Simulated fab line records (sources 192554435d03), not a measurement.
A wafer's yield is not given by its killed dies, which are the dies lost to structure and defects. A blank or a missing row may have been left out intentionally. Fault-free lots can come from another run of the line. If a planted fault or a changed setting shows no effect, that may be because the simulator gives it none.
Lot-split experiment    flow n5_finfet    route with 1938 steps; 7 lots, 21 wafers read

THE SPLIT ITSELF
At N5_SDB_STRIP_22 (strips in N2/H2), the setting power_w was moved away from the recipe's 1000 W on 8 of the 21 wafers read, by -16.1% to +12.8%. This setting was run at the recipe's value on the other wafers.

The split's own step is where the reading is taken.

THE READING
oes_product_au, in a.u., at N5_SDB_STRIP_22 (strips in N2/H2). A value of 0.715 a.u. with a standard deviation of 0.0047 a.u. is what fault-free wafers of this fab line usually give.

wafer   tool, chamber at the split  power_w as run, W  against the recipe  oes_product_au, a.u.  against lot-mates on the recipe
L074.2  plasma_asher-01, 1          1000               recipe              0.714                 -
L074.5  plasma_asher-01, 1          927                -7.3%               0.706                 -0.004
L074.6  plasma_asher-01, 0          1000               recipe              0.705                 -
L082.1  plasma_asher-01, 1          1128               +12.8%              0.732                 +0.015
L082.3  plasma_asher-01, 1          1128               +12.8%              0.739                 +0.022
L082.5  plasma_asher-01, 1          1000               recipe              0.717                 -
L089.2  plasma_asher-02, 0          1000               recipe              0.715                 -
L089.3  plasma_asher-02, 0          918.5              -8.2%               0.692                 -0.023
L089.5  plasma_asher-02, 0          918.5              -8.2%               0.697                 -0.018
L090.3  plasma_asher-01, 1          1000               recipe              0.717                 -
L090.5  plasma_asher-01, 1          1000               recipe              0.719                 -
L090.6  plasma_asher-01, 0          1000               recipe              0.703                 -
L093.1  plasma_asher-02, 0          839.1              -16.1%              0.680                 -0.031
L093.4  plasma_asher-02, 0          839.1              -16.1%              0.674                 -0.037
L093.6  plasma_asher-02, 0          1000               recipe              0.711                 -
L094.1  plasma_asher-02, 0          1077               +7.7%               0.730                 +0.016
L094.3  plasma_asher-02, 0          1000               recipe              0.715                 -
L094.4  plasma_asher-02, 1          1000               recipe              0.714                 -
L097.1  plasma_asher-02, 0          1000               recipe              0.709                 -
L097.3  plasma_asher-02, 1          1000               recipe              0.712                 -
L097.4  plasma_asher-02, 0          1000               recipe              0.705                 -

THE FIT
A straight line over all 21 wafers: oes_product_au changes by +0.00201 a.u. for each +1% of power_w; r = +0.95; the points scatter about the line by 0.005 a.u.
The same after taking each lot's own level away (the mean of its wafers on the recipe; 21 wafers): +0.00186 a.u. for each +1%; r = +0.94; scatter 0.0052 a.u.
According to that fit, moving power_w by its largest amount changes the reading by 0.03 a.u.
Measured against the standard deviation above, the lots' own levels, which go from 0.7087 to 0.7170 a.u., span 1.8 times it.
So the lot-to-lot level changes the slope little: the two slopes agree.
Check: -0.0307 a.u. against its lot-mates is what the line predicts for one of the wafers moved furthest among these (-16.1%) when that wafer is left out of the fit. It came out at -0.031 a.u. against them.
Tool readings at the split's step, against how far the setting was moved: oes_product_au r = +0.95; strip_time_to_endpoint_s r = -0.99.

ADDITIONAL SPLITS CARRIED BY THESE WAFERS
Note: prior to the reading, these wafers also went through further splits. Each is held against what the fit with the lots' levels taken away leaves over:
other split on the same wafers  wafers away from the commonest value  r with oes_product_au (lot level and that fit taken away)
N5_ZERO_LAYER_PECVD_02 time_s   6                                     -0.12
N5_ZERO_LAYER_ETCH_18 icp_w     6                                     -0.31
N5_WELL_APT_EXPOSE_05 dose_mj   3                                     -0.06
N5_FIN_SAQP_PEB_14 peb_time_s   3                                     -0.14
N5_DUMMY_GATE_PECVD_30 time_s   6                                     -0.08
N5_SD_EPI_N_EXPOSE_06 dose_mj   6                                     +0.06
N5_SD_EPI_N_DESCUM_14 time_s    6                                     -0.29
N5_SDB_ETCH_18 source_w         5                                     -0.26

THE WHOLE CHAIN: every reading that the file lists as answering this split, in the file's order
step             what it does     reading                   change (the file's fit)                    r (the file's)
N5_SDB_STRIP_22  strips in N2/H2  oes_product_au            +0.00182 a.u. for each +1% of the setting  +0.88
N5_SDB_STRIP_22  strips in N2/H2  strip_time_to_endpoint_s  withheld for each +1% of the setting       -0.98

FILE'S OWN FIT
oes_product_au changes by +0.00182 a.u. for each +1% of power_w, r = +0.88.
